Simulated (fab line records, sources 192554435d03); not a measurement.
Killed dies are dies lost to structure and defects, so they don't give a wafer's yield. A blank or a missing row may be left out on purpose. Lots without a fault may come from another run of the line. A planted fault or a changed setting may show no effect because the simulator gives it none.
fab line records | flow n5_finfet | part 2 of 2: steps 21 to 30 of 30
record lots=5 wafers=15 last_day=16
route steps=1938 shown MOL_CONTACT_COAG@533
lots that met no fault: from a run of the same line without faults
start_h: hours from the record's first day to the start of the lot's first wafer shown | wait_h: hours since the lot's step before | " the same as in the row above | L1.1+2: a row that stands for several wafers | - no value, or no start given | * or withheld: withheld | < > ~ a bound
route shown NAME@n: a module of which the file shows steps, and the number in the route of the first | usual: mean/standard deviation of fault-free wafers | same: alike in all rows | chamber/n: place in a boat | sites: the reading at each site | _std_site: their standard deviation | _edge_site: outer sites' mean less inner sites' | radius_mm: how far each site lies from the wafer's centre | mask NAME#n: copy n | behind: the tool/chamber that last shaped the wafer | hold: why the lot was held/for how many hours/how that ended | device: the transistor (n, p or np) that didn't switch | end of line: the same wafers' tests at the end of the route | a step without rows: its recipe alone | killed: dies lost to structure and defects at the first sort, not the wafer's yield | map: a wafer's dies, x killed, . not, _ none there
set.NAME: the setting as run; set.NAME@STEP: as run at that earlier step | model.NAME: the simulator's own value behind a step, which no gauge read
lots at some steps of the route; a table a step, a row a wafer
services: from which hour (start_h, from the record's first day; less than 0 if before it) a tool's chamber was out of use, for how many hours, and why
## steps
# step N5_MOL_CONTACT_COAG_SRD_126
# recipe dry_time_s=32 dry=n2_spin spin_rpm=1500
# columns lot.wafer tool chamber start_h wait_h
L077.2+3+6 wet_bench-03 3,4,2 113.81 0.0
L082.1+3+6 wet_bench-03 3,4,5 141.58 0.0
L084.2+3+4 wet_bench-06 3,7,5 157.42 0.0
L085.1+5+6 wet_bench-06 4,1,5 165.04 0.0
L092.1+3+6 wet_bench-06 3,5,6 205.31 0.0
# step N5_MOL_CONTACT_COAG_CMP_23
# recipe stop_on=SiO2 t_overpolish_s=1.5 post_cmp_clean=cu_alkaline down_force_psi=2 platen_rpm=50.289 pad_velocity_m_s=1.0006 target_thk_nm=0
# usual motor_current_A=8.1/0.9 overpolish_run_s=1.500/0.0094 slurry_filter_dp_kPa=13.50/0.12 slurry_flow_ml_min=150.0/0.49 time_to_endpoint_s=8.9/2.1
# columns lot.wafer tool chamber start_h wait_h motor_current_A overpolish_run_s slurry_filter_dp_kPa slurry_flow_ml_min time_to_endpoint_s
L077.3 cmp-01 0 113.84 0.0 9.3 1.490 13.40 150.4 13.2
L077.2 " 3 " " 7.3 1.492 13.49 149.7 12.3
L077.6 " 0 " " 9.0 1.497 13.51 149.6 12.6
L082.3 cmp-03 0 141.61 0.0 8.0 1.511 13.49 150.0 10.4
L082.1 " 3 " " 7.7 1.513 13.63 150.4 9.6
L082.6 " 1 " " 8.8 1.498 13.49 149.9 8.6
L084.2 cmp-01 1 157.46 0.0 7.6 1.514 13.45 150.0 9.9
L084.4 " 3 " " 7.6 1.495 13.50 149.5 10.5
L084.3 " 0 " " 9.0 1.493 13.26 150.1 12.9
L085.1 cmp-03 0 165.19 0.1 7.5 1.486 13.47 149.8 8.7
L085.6 " 1 " " 8.7 1.501 13.30 150.3 3.5
L085.5 " 2 " " 8.2 1.510 13.65 150.5 7.9
L092.1 cmp-03 1 205.34 0.0 8.3 1.501 13.62 150.3 7.0
L092.3 " 3 " " 7.1 1.492 13.40 149.9 6.7
L092.6 " 2 " " 8.5 1.504 13.51 149.7 10.0
# step N5_MOL_CONTACT_COAG_WET_ETCH_26
# recipe target=Co target_depth_nm=13
# columns lot.wafer tool chamber start_h wait_h
L077.2+3+6 wet_bench-06 3,4,7 114.20 0.0
L082.1+3+6 wet_bench-05 5,7,6 141.96 0.0
L084.2+3+4 wet_bench-05 1,2,3 157.81 0.0
L085.1+5+6 wet_bench-03 6,7,0 165.43 0.0
L092.1+3+6 wet_bench-03 6,1,0 205.69 0.0
# step N5_MOL_CONTACT_COAG_WET_ETCH_116
# recipe chemistry=SC1-inhibited target_depth_nm=4.6 dry=ipa_marangoni rinse_time_s=30 rinse_temp_c=23
# columns lot.wafer tool chamber start_h wait_h
L077.2+3+6 wet_bench-06 3,4,7 114.35 0.0
L082.1+3+6 wet_bench-05 5,7,6 142.11 0.0
L084.2+3+4 wet_bench-05 1,2,3 157.96 0.0
L085.1+5+6 wet_bench-03 6,7,0 165.58 0.0
L092.1+3+6 wet_bench-03 6,1,0 205.84 0.0
# step N5_MOL_CONTACT_COAG_ALD_27
# recipe material=SiOC target_thk_a=170 temp_c=400 ald_precursor_family=carbosiloxane ald_co_reactant=H2-plasma pulse_time_s=1.5 time_s=2720 purge_time_s=2 co_reactant_purge_time_s=2 ald_cycles=340 pressure_torr=2
# usual heater_power_w=888/80 precursor_pulse_height_rel=0.998/0.019
# columns lot.wafer tool chamber start_h wait_h heater_power_w precursor_pulse_height_rel
L077.2 ald_sin-04 0 114.67 0.0 806 1.028
L077.3 " 1 " " 854 1.008
L077.6 " 3 " " 995 0.994
L082.1 ald_sin-01 3 142.43 0.0 858 1.011
L082.3 " 1 " " 825 0.975
L082.6 " 3 " " 889 1.001
L084.2 ald_sin-01 3 158.28 0.0 874 1.003
L084.3 " 2 " " 991 1.004
L084.4 " 1 " " 809 1.048
L085.1 ald_sin-01 2 165.90 0.0 996 0.990
L085.5 " 1 " " 821 1.003
L085.6 " 0 " " 914 1.025
L092.1 ald_sin-03 2 206.16 0.0 843 1.018
L092.3 " 0 " " 844 0.992
L092.6 " 0 " " 882 0.968
# step N5_MOL_CONTACT_COAG_CMP_28
# recipe stop_on=SiNx t_overpolish_s=0.85 post_cmp_clean=alkaline_brush down_force_psi=4.15 platen_rpm=51.8 pad_velocity_m_s=1.0307 target_thk_nm=14.522
# usual motor_current_A=12.5/1.4 slurry_filter_dp_kPa=13.50/0.14 slurry_flow_ml_min=150.0/0.45 time_to_endpoint_s=4.5/1.8
# columns lot.wafer tool chamber start_h wait_h motor_current_A slurry_filter_dp_kPa slurry_flow_ml_min time_to_endpoint_s
L077.3 cmp-04 0 116.27 0.8 14.0 13.43 149.4 6.1
L077.2 " 2 " " 14.9 13.68 149.8 3.3
L077.6 " 3 " " 12.0 13.49 150.1 4.7
L082.3 cmp-04 0 144.07 0.9 14.3 13.59 150.5 5.0
L082.1 " 1 " " 11.4 13.58 150.1 6.4
L082.6 " 3 " " 11.1 13.56 150.1 4.3
L084.3 cmp-03 3 159.84 0.8 11.6 13.38 150.0 2.3
L084.2 " 1 " " 13.9 13.67 150.0 5.8
L084.4 " 2 " " 12.5 13.40 150.1 6.0
L085.1 cmp-01 1 167.59 0.9 11.1 13.53 149.6 4.0
L085.5 " 2 " " 14.6 13.58 149.6 2.9
L085.6 " 3 " " 11.1 13.43 151.0 3.7
L092.1 cmp-01 3 207.73 0.8 11.4 13.63 149.5 3.6
L092.3 " 0 " " 14.4 13.52 149.5 4.9
L092.6 " 0 " " 14.6 13.45 150.0 4.2
# step N5_MOL_CONTACT_COAG_THK_MEAS_29
# recipe reads=SiNx_of_GATE_CUT_PECVD_57+SiNx_of_GATE_CUT_SAC_CAP_01
# usual MD_CAP_THK=17.94/0.084
# columns lot.wafer tool chamber start_h wait_h MD_CAP_THK[nm]
L077.2 film_metro-01 - 116.53 - 17.83
L077.3 " - " " 17.84
L077.6 " - " " 17.76
L082.1 film_metro-01 - 144.29 - 18.03
L082.3 " - " " 18.01
L082.6 " - " " 18.06
L084.2 film_metro-01 - 160.14 - 18.05
L084.3 " - " " 18.06
L084.4 " - " " 17.99
L085.1 film_metro-02 - 167.77 - 18.00
L085.5 " - " " 17.93
L085.6 " - " " 17.95
L092.1 film_metro-02 - 208.02 - 17.95
L092.3 " - " " 17.98
L092.6 " - " " 17.94
# step N5_MOL_CONTACT_COAG_ALD_123
# recipe material=SiNx target_thk_a=50 temp_c=400 ald_precursor_family=SiH2I2 ald_co_reactant=N2/H2-plasma pulse_time_s=1 purge_time_s=2 co_reactant_purge_time_s=2 ald_cycles=100 pressure_torr=2
# usual heater_power_w=874/73 precursor_pulse_height_rel=0.999/0.02
# columns lot.wafer tool chamber start_h wait_h heater_power_w precursor_pulse_height_rel
L077.2 ald_sin-03 1 116.57 0.0 807 1.003
L077.3 " 3 " " 811 1.042
L077.6 " 2 " " 822 0.999
L082.1 ald_sin-04 3 144.41 0.1 993 0.982
L082.3 " 1 " " 868 0.972
L082.6 " 3 " " 978 0.994
L084.2 ald_sin-01 0 160.31 0.2 959 0.997
L084.3 " 3 " " 883 0.996
L084.4 " 1 " " 804 1.008
L085.1 ald_sin-04 0 167.84 0.1 797 1.003
L085.5 " 1 " " 873 1.002
L085.6 " 0 " " 812 1.004
L092.1 ald_sin-03 3 208.06 0.0 826 1.012
L092.3 " 2 " " 825 0.968
L092.6 " 2 " " 842 1.024
# step N5_MOL_CONTACT_COAG_PECVD_31
# recipe material=SiO2 target_thk_a=460 temp_c=400 precursor=TEOS/O2 pressure_torr=6.5 rf_w=withheld teos_flow_sccm=withheld gas=O2 flow_sccm=2650 time_s=8.9
# columns lot.wafer tool chamber start_h wait_h
L077.2+3+6 pecvd-04 0,1,0 117.07 0.3
L082.1+3+6 pecvd-02 2,1,2 144.92 0.3
L084.2+3+4 pecvd-04 0,2,0 160.82 0.3
L085.1+5+6 pecvd-04 1,2,0 168.34 0.3
L092.1+3+6 pecvd-01 0,1,1 208.56 0.3
# step N5_MOL_CONTACT_COAG_COAT_75
# recipe resist=SOC temp_c=250 time_s=60 spin_rpm=1500 resist_thk_nm=60
# columns lot.wafer tool chamber start_h wait_h
L077.2+3+6 litho_track-03 0 117.13 0.0
L082.1+3+6 litho_track-01 0 144.97 0.0
L084.2+3+4 litho_track-01 0 160.87 0.0
L085.1+5+6 litho_track-02 0 168.40 0.0
L092.1+3+6 litho_track-03 0 208.63 0.1
## services
# columns tool chamber start_h hours kind
cmp-03 - 84.15 0.6 repair
cvd_co-01 - 85.78 6.9 pm
cmp-01 - 86.37 2.5 repair
ald_sin-03 - 86.62 14.0 pm
cmp-04 - 87.17 0.8 repair
implanter-01 - 87.64 1.0 repair
cmp-04 - 89.54 4.1 pm
rie_diel-01 1 98.46 4.6 repair
implanter-02 - 98.51 3.8 repair
pvd_sputter-03 - 108.54 2.4 repair
ald_metal-01 - 119.87 6.0 pm
implanter-01 - 127.36 1.8 repair
cmp-03 - 147.38 4.0 pm
rie_diel-04 3 149.90 3.7 repair
remote_plasma-02 - 164.75 0.7 repair
rie_diel-02 2 165.11 1.6 repair
rie_diel-02 1 169.68 5.5 repair
rie_diel-02 - 176.27 14.6 pm
ald_sin-04 - 179.17 14.0 pm
cmp-03 - 181.03 5.0 pm
cmp-01 - 182.90 1.0 repair
cmp-01 - 190.13 0.5 repair
rie_diel-04 0 192.97 14.7 repair
pvd_sputter-02 - 205.02 2.0 repair
